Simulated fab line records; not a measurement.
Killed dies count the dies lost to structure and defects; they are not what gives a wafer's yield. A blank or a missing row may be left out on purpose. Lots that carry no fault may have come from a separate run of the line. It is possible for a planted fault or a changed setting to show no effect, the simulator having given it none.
Which tool is to blame? ; flow n5-finfet ; 28 wafers from 10 lots sampled at 7 of the route's 1938 steps

WHAT THE GAUGES READ, wafer by wafer
N5_BEOL_M10_CD_MEAS_18: pitch 140 nm, target cd 70 nm.
lot;measured;on;cd-nm (nm)
L708;day 10 07:54;cd-sem-01;70.4 70.4 70.7
L709;day 10 14:36;cd-sem-02;69.7 70.2 70.5
L711;day 10 18:08;cd-sem-02;69.3 69.7 69.9
L710;day 10 21:58;cd-sem-01;70.9 70.3 71.2
L713;day 12 03:47;cd-sem-03;70.5 69.8 70.5
L721;day 13 06:43;cd-sem-03;70.6 70.6
L718;day 13 12:34;cd-sem-01;70.7 70.3
L723;day 13 23:35;cd-sem-03;69.5 69.3 69.7
L725;day 15 00:51;cd-sem-02;71.8 69.9 70.0
L729;day 16 11:15;cd-sem-03;69.1 69.7 69.0

N5_BEOL_M10_CD_MEAS_28: the cd target is 70 nm.
lot;measured;on;cd-nm (nm)
L708;day 10 08:28;cd-sem-02;69.6 69.0 70.4
L709;day 10 16:00;cd-sem-02;71.6 70.4 71.5
L711;day 10 19:33;cd-sem-01;69.3 69.1 68.9
L710;day 10 22:33;cd-sem-01;70.1 70.5 70.2
L713;day 12 04:34;cd-sem-01;69.6 69.2 70.2
L721;day 13 10:34;cd-sem-01;70.3 70.6
L718;day 13 13:41;cd-sem-01;70.5 70.3
L723;day 14 00:44;cd-sem-03;69.3 69.3 68.8
L725;day 15 02:21;cd-sem-02;71.7 70.5 69.7
L729;day 16 12:26;cd-sem-02;71.0 70.4 70.1

N5_BEOL_M10_OCD_MEAS_38.
lot;measured;on;trench-depth-nm (nm)
L708;day 10 09:14;ocd-02;148.8 147.3 146.8
L709;day 10 16:35;ocd-02;147.0 150.8 147.1
L711;day 10 20:19;ocd-02;147.7 149.8 148.0
L710;day 10 23:11;ocd-02;148.4 147.1 145.7
L713;day 12 05:09;ocd-02;142.1 144.3 148.7
L721;day 13 11:21;ocd-02;197.2 196.1
L718;day 13 14:16;ocd-02;196.3 144.8
L723;day 14 01:20;ocd-01;148.6 143.6 147.9
L725;day 15 02:56;ocd-02;150.1 149.6 150.1
L729;day 16 13:01;ocd-02;148.6 140.7 144.3

N5_BEOL_M10_THK_MEAS_53: measures by xrf.
lot;measured;on;M10_THK (nm)
L708;day 10 11:54;film-metro-02;144 142 143
L709;day 10 18:50;film-metro-02;142 147 142
L711;day 10 23:14;film-metro-02;142 144 143
L710;day 11 01:47;film-metro-01;141 140 139
L713;day 12 07:50;film-metro-01;133 135 139
L721;day 13 14:54;film-metro-01;189 189
L718;day 13 19:35;film-metro-02;193 138
L723;day 14 03:56;film-metro-01;145 140 142
L725;day 15 05:49;film-metro-02;143 145 145
L729;day 16 16:10;film-metro-01;142 134 137

N5_BEOL_M10_RS_MEAS_57: measures by four-point-probe.
lot;measured;on;M10_RS (ohm/sq)
L708;day 10 12:04;film-metro-01;0.150 0.152 0.152
L709;day 10 19:00;film-metro-01;0.154 0.148 0.153
L711;day 10 23:23;film-metro-01;0.153 0.150 0.151
L710;day 11 01:55;film-metro-02;0.152 0.153 0.154
L713;day 12 07:58;film-metro-02;0.160 0.157 0.152
L721;day 13 15:02;film-metro-02;0.110 0.110
L718;day 13 19:43;film-metro-02;0.110 0.158
L723;day 14 04:04;film-metro-01;0.148 0.155 0.152
L725;day 15 05:58;film-metro-02;0.152 0.149 0.149
L729;day 16 16:18;film-metro-02;0.151 0.161 0.156

WHAT TOOL EACH LOT RAN ON (gives the tool, then ch and the chambers of the sampled wafers, and finally the start)
lot;N5_BEOL_M10_ETCH_61;N5_BEOL_M10_TRENCH_ETCH_37
L708;rie-diel-03 ch 0,2,3, day 10 07:29;rie-diel-06 ch 0,1, day 10 09:02
L709;rie-diel-02 ch 0,2,3, day 10 14:11;rie-diel-03 ch 1,3, day 10 16:24
L711;rie-diel-03 ch 2,3, day 10 17:42;rie-diel-06 ch 1,3, day 10 20:08
L710;rie-diel-06 ch 0,1,2, day 10 21:31;rie-diel-03 ch 0,1, day 10 22:59
L713;rie-diel-02 ch 0,1,2, day 12 03:12;rie-diel-02 ch 0,1,2, day 12 04:58
L721;rie-diel-02 ch 0, day 13 06:15;rie-diel-02 ch 1,3, day 13 11:10
L718;rie-diel-02 ch 0,1, day 13 12:09;rie-diel-02 ch 1,3, day 13 14:05
L723;rie-diel-03 ch 0,1, day 13 23:02;rie-diel-06 ch 1,2,3, day 14 01:08
L725;rie-diel-03 ch 0,1,3, day 15 00:26;rie-diel-03 ch 0,2,3, day 15 02:45
L729;rie-diel-06 ch 1,2,3, day 16 10:37;rie-diel-06 ch 1,2,3, day 16 12:50
- N5_BEOL_M10_ETCH_61: etches SiARC in CF4, target depth 39 nm, time 65 s.
- N5_BEOL_M10_TRENCH_ETCH_37: etches SiCOH lowk in C4F6/O2, target depth 148.83 nm, time 48 s.

AS READ BY THE TOOLS THEMSELVES (means over the sampled wafers that have a number; for cases with no such wafer, the mark the record gives instead)
N5_BEOL_M10_ETCH_61.
lot;tool;chamber-pressure-mTorr (mTorr);drypump-motor-current-A (A);etch-rf-on-time-s (s);oes-product-au (a.u.);rf-vpp-V (V);showerhead-plenum-p-Torr (Torr);throttle-valve-pct (%)
L708;rie-diel-03;40.00;5.7;65.6;0.68;184.9;2.19;15.24
L709;rie-diel-02;39.97;5.3;66.1;0.66;184.4;2.15;15.76
L711;rie-diel-03;39.99;5.9;64.6;0.66;185.1;2.15;15.34
L710;rie-diel-06;39.99;5.5;67.4;0.66;182.3;2.07;15.71
L713;rie-diel-02;40.02;5.2;66.6;0.67;183.3;2.10;15.76
L721;rie-diel-02;39.98;5.4;68.1;0.58;184.5;2.13;15.91
L718;rie-diel-02;40.00;5.2;68.1;0.63;182.9;2.11;15.80
L723;rie-diel-03;39.99;5.7;65.4;0.68;184.9;2.21;15.26
L725;rie-diel-03;39.99;5.9;65.6;0.66;184.8;2.17;15.37
L729;rie-diel-06;40.00;5.6;66.4;0.62;182.8;2.08;15.81

N5_BEOL_M10_TRENCH_ETCH_37.
lot;tool;C4F6_flow_sccm (sccm);chamber-pressure-mTorr (mTorr);drypump-motor-current-A (A);oes-product-au (a.u.);rf-vpp-V (V);showerhead-plenum-p-Torr (Torr);throttle-valve-pct (%)
L708;rie-diel-06;10.000;30.021;5.7;0.81;666;2.77;21.10
L709;rie-diel-03;10.011;30.010;6.1;0.83;678;2.88;20.71
L711;rie-diel-06;9.983;29.998;5.5;0.74;680;2.77;21.10
L710;rie-diel-03;10.002;29.994;5.9;0.84;686;2.92;20.60
L713;rie-diel-02;9.995;29.995;5.2;0.79;654;2.80;21.16
L721;rie-diel-02;9.997;30.000;5.2;0.93;662;2.87;21.15
L718;rie-diel-02;10.009;30.023;5.2;0.84;662;2.87;21.13
L723;rie-diel-06;9.986;30.002;5.6;0.75;673;2.78;21.10
L725;rie-diel-03;10.019;29.981;5.7;0.77;663;2.88;20.59
L729;rie-diel-06;9.991;30.017;5.7;0.72;673;2.77;21.13

THE ANSWER, worked out from the rows above alone
Rule: the usual values come from the lots themselves. Put in order of their means at a reading, lots are off if they are a third of the lots or fewer, leave a main group of 4 or more, and stand apart from it by a gap of 3 or more times the standard deviation of the main group's means; of several such gaps the widest counts. A main group is skipped when, at the precision printed for the reading in the tables above, its means are all equal. Also off: a lot with no number at a reading for which 4 or more lots have one. Where the step has rows for the other lots, those lots are counted as sound. After the gauges, taken in route order, come the tools' own readings; for these a lot's mean is taken, as printed above. At the first step where some lot is off, the reading lying furthest off is the one used; lots without a number count as furthest.
Off: L721, L718 (N5_BEOL_M10_OCD_MEAS_38, trench-depth-nm). Mean 147.2 nm and standard deviation 1.7 in the main group.
A tool fits if, at a process step before that reading, it ran every lot that is off, and no sound lot after the first of them. Not tried: the gauges at N5_BEOL_M10_OCD_MEAS_38; whatever is off there is also off at N5_BEOL_M10_THK_MEAS_53, on other tools, and gauge error can't account for it. One candidate fits, namely rie-diel-02 at N5_BEOL_M10_ETCH_61 and N5_BEOL_M10_TRENCH_ETCH_37. At N5_BEOL_M10_ETCH_61 its last sound lot is L713 (day 12 03:12), its first lot that is off L721 (day 13 06:15): a fault that began between those two fits.

WHAT THE SIMULATOR HAD INSERTED
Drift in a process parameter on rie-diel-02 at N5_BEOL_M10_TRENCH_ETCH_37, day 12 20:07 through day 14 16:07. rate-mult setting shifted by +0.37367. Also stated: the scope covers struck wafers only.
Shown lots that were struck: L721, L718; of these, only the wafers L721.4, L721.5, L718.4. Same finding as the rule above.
